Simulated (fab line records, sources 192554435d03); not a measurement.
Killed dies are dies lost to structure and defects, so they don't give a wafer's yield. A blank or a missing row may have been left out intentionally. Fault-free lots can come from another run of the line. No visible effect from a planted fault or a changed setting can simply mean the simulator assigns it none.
Matching of chambers / flow n5-finfet / rie-diel-04 running N5_BEOL_M15_ETCH_57: 4 sister chambers
The step etches SOC in N2/H2, time 750 s. 14 wafers are shown with their chamber, then 7 later ones without.

WAFERS, EACH WITH ITS CHAMBER
wafer=L075.1; chamber=3; showerhead-plenum-p-Torr (Torr)=2.58; throttle-valve-pct (%)=17.3; oes-product-au (a.u.)=0.86
wafer=L075.3; chamber=2; showerhead-plenum-p-Torr (Torr)=2.56; throttle-valve-pct (%)=17.7; oes-product-au (a.u.)=0.79
wafer=L075.5; chamber=0; showerhead-plenum-p-Torr (Torr)=2.67; throttle-valve-pct (%)=17.1; oes-product-au (a.u.)=0.86
wafer=L077.2; chamber=2; showerhead-plenum-p-Torr (Torr)=2.56; throttle-valve-pct (%)=17.7; oes-product-au (a.u.)=0.78
wafer=L077.3; chamber=1; showerhead-plenum-p-Torr (Torr)=2.72; throttle-valve-pct (%)=17.8; oes-product-au (a.u.)=0.98
wafer=L077.4; chamber=3; showerhead-plenum-p-Torr (Torr)=2.58; throttle-valve-pct (%)=17.4; oes-product-au (a.u.)=0.85
wafer=L081.2; chamber=2; showerhead-plenum-p-Torr (Torr)=2.56; throttle-valve-pct (%)=17.7; oes-product-au (a.u.)=0.78
wafer=L081.3; chamber=0; showerhead-plenum-p-Torr (Torr)=2.67; throttle-valve-pct (%)=17.1; oes-product-au (a.u.)=0.87
wafer=L081.5; chamber=0; showerhead-plenum-p-Torr (Torr)=2.67; throttle-valve-pct (%)=17.1; oes-product-au (a.u.)=0.87
wafer=L082.2; chamber=0; showerhead-plenum-p-Torr (Torr)=2.67; throttle-valve-pct (%)=17.1; oes-product-au (a.u.)=0.85
wafer=L082.5; chamber=0; showerhead-plenum-p-Torr (Torr)=2.67; throttle-valve-pct (%)=17.2; oes-product-au (a.u.)=0.86
wafer=L082.6; chamber=1; showerhead-plenum-p-Torr (Torr)=2.72; throttle-valve-pct (%)=17.8; oes-product-au (a.u.)=0.95
wafer=L092.1; chamber=0; showerhead-plenum-p-Torr (Torr)=2.66; throttle-valve-pct (%)=17.2; oes-product-au (a.u.)=0.84
wafer=L092.4; chamber=1; showerhead-plenum-p-Torr (Torr)=2.71; throttle-valve-pct (%)=17.8; oes-product-au (a.u.)=0.92

SIGNATURES (means of the wafers above)
reading=showerhead-plenum-p-Torr; chamber 0=2.6683; chamber 1=2.7167; chamber 2=2.5600; chamber 3=2.5800; scatter within a chamber=0.00387
reading=throttle-valve-pct; chamber 0=17.133; chamber 1=17.800; chamber 2=17.700; chamber 3=17.350; scatter within a chamber=0.0428
reading=oes-product-au; chamber 0=0.8583; chamber 1=0.9500; chamber 2=0.7833; chamber 3=0.8550; scatter within a chamber=0.0161
Rule: for each reading, subtract the chamber's mean from the wafer's reading, divide by that reading's scatter and square the result; add these up over the readings and take the root, which gives the wafer's distance from the chamber. If the next closest chamber is less than 2 further off than the closest, the wafer can't be placed; otherwise it belongs to the closest. The scatter: take each reading less its chamber's mean, square it, sum over the shown wafers, divide by the number of wafers less the number of chambers, and take the root.

WAFERS WITHOUT THEIR CHAMBER
wafer=L092.5; showerhead-plenum-p-Torr (Torr)=2.57; throttle-valve-pct (%)=17.4; oes-product-au (a.u.)=0.82
wafer=L095.1; showerhead-plenum-p-Torr (Torr)=2.56; throttle-valve-pct (%)=17.4; oes-product-au (a.u.)=0.81
wafer=L095.3; showerhead-plenum-p-Torr (Torr)=2.71; throttle-valve-pct (%)=17.8; oes-product-au (a.u.)=0.91
wafer=L095.4; showerhead-plenum-p-Torr (Torr)=2.66; throttle-valve-pct (%)=17.2; oes-product-au (a.u.)=0.83
wafer=L097.1; showerhead-plenum-p-Torr (Torr)=2.70; throttle-valve-pct (%)=17.8; oes-product-au (a.u.)=0.89
wafer=L097.2; showerhead-plenum-p-Torr (Torr)=2.65; throttle-valve-pct (%)=17.2; oes-product-au (a.u.)=0.83
wafer=L097.5; showerhead-plenum-p-Torr (Torr)=2.55; throttle-valve-pct (%)=17.8; oes-product-au (a.u.)=0.76

EACH ONE'S CHAMBER
wafer=L092.5; from the rows above=3; in truth=3
wafer=L095.1; from the rows above=can't be placed: 3 or 2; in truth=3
wafer=L095.3; from the rows above=1; in truth=1
wafer=L095.4; from the rows above=0; in truth=0
wafer=L097.1; from the rows above=1; in truth=1
wafer=L097.2; from the rows above=0; in truth=0
wafer=L097.5; from the rows above=2; in truth=2
6 of 7 placed correctly. Not placeable from these rows: 1 (in 1, the candidates include the true chamber). Placed wrongly: 0.
